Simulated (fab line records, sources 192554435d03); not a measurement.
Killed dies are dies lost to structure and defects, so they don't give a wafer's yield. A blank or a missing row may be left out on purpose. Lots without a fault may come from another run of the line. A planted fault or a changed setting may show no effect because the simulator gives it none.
Chamber matching | flow n5_finfet | N5_FIN_SAQP_ETCH_51 on rie_diel-04: 4 sister chambers
The step etches SiARC in CF4, target depth 45.5 nm, time 75.8 s. 8 wafers are shown with their chamber, then 11 later ones without.

WAFERS WITH THEIR CHAMBER
wafer  | chamber | showerhead_plenum_p_Torr (Torr) | throttle_valve_pct (%)
L081.4 | 2       | 2.06                            | 15.82
L085.2 | 2       | 2.06                            | 15.86
L085.6 | 0       | 2.16                            | 15.93
L090.4 | 1       | 2.19                            | 15.62
L093.1 | 0       | 2.15                            | 15.94
L093.2 | 3       | 2.03                            | 15.49
L093.3 | 1       | 2.19                            | 15.64
L093.4 | 3       | 2.03                            | 15.49

WAFERS WITHOUT THEIR CHAMBER
wafer  | showerhead_plenum_p_Torr (Torr) | throttle_valve_pct (%)
L093.5 | 2.19                            | 15.64
L093.6 | 2.15                            | 15.95
L094.1 | 2.19                            | 15.65
L094.2 | 2.03                            | 15.51
L094.3 | 2.15                            | 15.93
L094.4 | 2.19                            | 15.63
L094.5 | 2.03                            | 15.50
L094.6 | 2.15                            | 15.94
L096.2 | 2.06                            | 15.88
L096.4 | 2.06                            | 15.87
L096.5 | 2.06                            | 15.87

WHICH CHAMBER EACH WENT THROUGH
wafer  | from the rows above | in truth
L093.5 | 1                   | 1
L093.6 | 0                   | 0
L094.1 | 1                   | 1
L094.2 | 3                   | 3
L094.3 | 0                   | 0
L094.4 | 1                   | 1
L094.5 | 3                   | 3
L094.6 | 0                   | 0
L096.2 | 2                   | 2
L096.4 | 2                   | 2
L096.5 | 2                   | 2
Placed correctly: 11 of 11. Can't be placed from these rows: 0. Placed wrongly: 0.
How it was worked out, from the rows above alone: a wafer's distance from a chamber is the root of the sum, over the readings, of the square of ((its reading less the chamber's mean) divided by the reading's scatter). The wafer belongs to the nearest chamber; if the next one is less than 2 further off, it can't be placed. A chamber's mean is the mean of its shown wafers. The scatter: the root of (the sum of the squares of (reading less its chamber's mean) over the shown wafers, divided by (wafers less chambers)).
